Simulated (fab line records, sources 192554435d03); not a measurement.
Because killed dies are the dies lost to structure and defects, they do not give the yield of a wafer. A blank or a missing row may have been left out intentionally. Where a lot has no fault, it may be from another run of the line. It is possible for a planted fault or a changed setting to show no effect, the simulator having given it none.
Problem report, 8D (eight disciplines) form, completed by code -- flow n5_finfet -- the parts of the form that need people (team, actions taken, sign-off) are left out

1. THE PROBLEM
Wafers without a fault read 150.0 W, standard deviation 0.46; bias_w at N5_BEOL_M8_ETCH_62 reads a mean of 199.4 W on 3 wafers belonging to 2 lots. So: +99 or more standard deviations from the usual mean.
The step: etches SOC in N2/H2, target depth 110 nm, overetch 22 nm, time 165 s.
First observed at day 12 07:48: wafer L492.1, on rie_diel-01. The record has a number at this step for 32 wafers belonging to 11 lots. Rule for "out", or "out of limits": more than 4 standard deviations from the usual mean. All remaining wafers that have a number are taken as sound.

2. WHAT IT IS; WHAT IT IS NOT
question,is,is not
which readings at this step,"bias_w, rf_vpp_V","drypump_motor_current_A, oes_product_au, showerhead_plenum_p_Torr, throttle_valve_pct"
which lots,"L492, L495","L485, L486, L489, L490, L491, L496, L503, L504, L505"
which wafers of those lots,"L492.1, L495.3, L495.6","L492.2, L492.6, L495.1"
read on which tools,rie_diel-01,rie_diel-05
when,from day 12 07:48,"up to then (17 sound wafers); but 12 sound wafers of L495, L496, L503, L504, L505 came after"

3. THE SUSPECTS, EACH WITH WHAT RULES IT OUT
Counting: if a tool at a process step up to the reading ran every lot that is out, it stays a suspect. Sound lots after the first of them don't rule it out here, since some wafers of a struck lot are sound.
- rie_diel-01 at N5_BEOL_M8_ETCH_62 (etches SOC in N2/H2, target depth 110 nm, overetch 22 nm, time 165 s): kept. Ran every lot that is out, first one L492 (day 12 07:48); last sound lot up to then L491 (day 12 05:02). Its own readings are out on those wafers: bias_w, rf_vpp_V.
- In rie_diel-01 at N5_BEOL_M8_ETCH_62, the wafers that are out were processed in chamber 2 and their sound lot-mates in chambers 1, 3.
Remaining after the count: rie_diel-01 at N5_BEOL_M8_ETCH_62.

4. THE CAUSE (what the simulator had put in)
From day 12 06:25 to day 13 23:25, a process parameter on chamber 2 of rie_diel-01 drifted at N5_BEOL_M8_ETCH_62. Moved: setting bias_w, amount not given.
After counting, this tool was the only one left.

5. THE CHAIN OF EFFECTS, in route order
Each row: a reading where the mean over the struck wafers with a number is more than 3 standard deviations away from the usual. Readings are gone through only where the record gives a usual standard deviation; hours: the median, over the lots, of the time from a lot's start at the first step in this table giving one to that lot's start at this step; sigmas: the change measured in usual standard deviations.
hours,step,reading,usual,on struck wafers,change,sigmas
0,N5_BEOL_M8_ETCH_62,bias_w,150.0 W,199.4,+49.4,+99 or more
0,N5_BEOL_M8_ETCH_62,rf_vpp_V,525.1 V,628.7,+103.6,+49
Its process steps:
- N5_BEOL_M8_ETCH_62: etches SOC in N2/H2, target depth 110 nm, overetch 22 nm, time 165 s.

6. HOW IT WOULD HAVE BEEN CAUGHT EARLIER
In this record the first reading out of limits was taken at day 12 07:48, 1 hour after the fault began at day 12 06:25.
